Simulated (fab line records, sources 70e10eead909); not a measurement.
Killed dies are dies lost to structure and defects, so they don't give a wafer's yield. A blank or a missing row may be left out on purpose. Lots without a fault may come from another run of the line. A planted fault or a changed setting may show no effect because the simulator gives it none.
Which tool did it? | flow nand_harc | 12 lots, 36 wafers sampled, at 3 steps of a route of 1302

WHAT THE GAUGES READ, wafer by wafer
NHARC_A_BLC_OVL_MEAS_11. Usual: overlay_x_nm -0.2 nm, standard deviation 0.89; overlay_y_nm 0.1 nm, standard deviation 0.91.
lot  | measured     | on         | overlay_x_nm (nm) | overlay_y_nm (nm) | flag
L298 | day 23 04:52 | overlay-02 | 1.1 1.6 1.6       | 0.3 -0.2 0.0      |
L300 | day 23 09:29 | overlay-01 | -0.5 -0.4 0.1     | 1.4 1.1 1.2       |
L299 | day 23 14:54 | overlay-02 | -1.0 -0.8 -1.4    | 1.2 1.5 1.5       |
L302 | day 24 18:04 | overlay-01 | -1.1 -1.1 -1.3    | 0.1 -0.3 -0.2     |
L303 | day 25 13:08 | overlay-01 | -0.9 -0.8 -0.8    | -0.9 -0.9 -1.4    |
L306 | day 25 15:52 | overlay-02 | -1.1 -1.2 -1.4    | -0.7 -0.7 -0.4    |
L305 | day 25 18:10 | overlay-02 | -1.8 -2.0 -1.3    | -0.1 0.7 0.1      |
L310 | day 26 21:35 | overlay-02 | -0.6 -1.3 -1.4    | -0.8 -0.3 -0.5    |
L307 | day 27 02:29 | overlay-01 | -0.6 -0.7 -0.3    | -1.4 -1.8 -1.2    |
L308 | day 27 09:04 | overlay-01 | 0.0 0.4 -0.6      | -0.2 0.0 -0.1     |
L320 | day 32 05:43 | overlay-02 | 0.3 0.0 0.4       | 0.8 0.8 1.2       |
L321 | day 32 19:47 | overlay-02 | 0.1 0.5 -0.1      | 0.1 0.0 -0.4      |

WHICH TOOL RAN EACH LOT (tool, then ch and the chambers of the sampled wafers, then the start)
lot  | NHARC_A_CONTACT_ETCH_138             | NHARC_A_CONTACT_CVD_19
L298 | har_cap_etch-03 ch 0,1, day 23 00:46 | cvd_w-01 ch 0,1, day 23 04:52 or earlier
L300 | har_cap_etch-02 ch 0,1, day 23 05:25 | cvd_w-01 ch 0,1, day 23 09:29 or earlier
L299 | har_cap_etch-03 ch 0,1, day 23 09:49 | cvd_w-02 ch 0,1, day 23 14:54 or earlier
L302 | har_cap_etch-03 ch 0,1, day 24 14:07 | cvd_w-02 ch 0,1, day 24 18:04 or earlier
L303 | har_cap_etch-02 ch 0,1, day 25 08:59 | cvd_w-02 ch 0,1, day 25 13:08 or earlier
L306 | har_cap_etch-01 ch 0,1, day 25 11:42 | cvd_w-02 ch 0,1, day 25 15:52 or earlier
L305 | har_cap_etch-02 ch 0,1, day 25 14:10 | cvd_w-01 ch 0,1, day 25 18:10 or earlier
L310 | har_cap_etch-02 ch 0,1, day 26 17:33 | cvd_w-02 ch 0,1, day 26 21:35 or earlier
L307 | har_cap_etch-02 ch 0, day 26 22:27   | cvd_w-01 ch 0,1, day 27 02:29 or earlier
L308 | har_cap_etch-01 ch 0,1, day 27 04:49 | cvd_w-01 ch 0,1, day 27 09:04 or earlier
L320 | har_cap_etch-01 ch 0,1, day 32 01:33 | cvd_w-01 ch 0,1, day 32 05:43 or earlier
L321 | har_cap_etch-01 ch 0,1, day 32 15:51 | cvd_w-02 ch 0,1, day 32 19:47 or earlier
- NHARC_A_CONTACT_ETCH_138: etches the open film in C4F8/O2/Ar, time 311 s, target depth 1914 nm.
- NHARC_A_CONTACT_CVD_19: deposits W, target thk 300 nm, time 802 s.

WHAT THE TOOLS THEMSELVES READ (means of the sampled wafers that have a number; where no wafer has one, the mark that the record gives instead)
NHARC_A_CONTACT_ETCH_138. Usual: chamber_pressure_mTorr 20.002 mTorr, standard deviation 0.017.
lot  | tool            | chamber_pressure_mTorr (mTorr) | flag
L298 | har_cap_etch-03 | 19.987                         |
L300 | har_cap_etch-02 | 19.991                         |
L299 | har_cap_etch-03 | 20.004                         |
L302 | har_cap_etch-03 | 20.018                         |
L303 | har_cap_etch-02 | 19.999                         |
L306 | har_cap_etch-01 | 20.002                         |
L305 | har_cap_etch-02 | 20.010                         |
L310 | har_cap_etch-02 | 19.984                         |
L307 | har_cap_etch-02 | 20.001                         |
L308 | har_cap_etch-01 | 19.999                         |
L320 | har_cap_etch-01 | 20.005                         |
L321 | har_cap_etch-01 | 20.014                         |

NHARC_A_CONTACT_CVD_19. Usual: chamber_pressure_Torr 40.01 Torr, standard deviation 0.09; heater_power_w 459 W, standard deviation 36; throttle_valve_pct 8.0 %, standard deviation 0.32.
lot  | tool     | chamber_pressure_Torr (Torr) | heater_power_w (W) | throttle_valve_pct (%) | flag
L298 | cvd_w-01 | 40.06                        | 414                | 7.8                    |
L300 | cvd_w-01 | 40.02                        | 417                | 7.9                    |
L299 | cvd_w-02 | 40.02                        | 499                | 8.2                    |
L302 | cvd_w-02 | 40.09                        | 486                | 8.2                    |
L303 | cvd_w-02 | 40.02                        | 501                | 8.3                    |
L306 | cvd_w-02 | 40.07                        | 484                | 8.2                    |
L305 | cvd_w-01 | 39.88                        | 416                | 7.6                    |
L310 | cvd_w-02 | 40.03                        | 499                | 8.2                    |
L307 | cvd_w-01 | 40.00                        | 419                | 7.8                    |
L308 | cvd_w-01 | 40.08                        | 416                | 7.7                    |
L320 | cvd_w-01 | 40.14                        | 427                | 7.6                    |
L321 | cvd_w-02 | 39.99                        | 481                | 8.3                    |

THE ANSWER, worked out from the rows above alone
Rule: a lot is off if the mean of its wafers that have a number lies more than 3 standard deviations from the usual mean. A lot without any number at a reading at which 4 lots or more have one is off too. The other lots that the step has rows for count as sound. The gauges are gone through in route order, then the tools' own readings, and for those a lot's mean is taken as printed above. The first step at which some lot is off is used, and at that step the reading that is off furthest; a lot without a number counts as furthest.
No lot is off at any reading shown: from this, nothing can be told.

WHAT THE SIMULATOR HAD PUT IN
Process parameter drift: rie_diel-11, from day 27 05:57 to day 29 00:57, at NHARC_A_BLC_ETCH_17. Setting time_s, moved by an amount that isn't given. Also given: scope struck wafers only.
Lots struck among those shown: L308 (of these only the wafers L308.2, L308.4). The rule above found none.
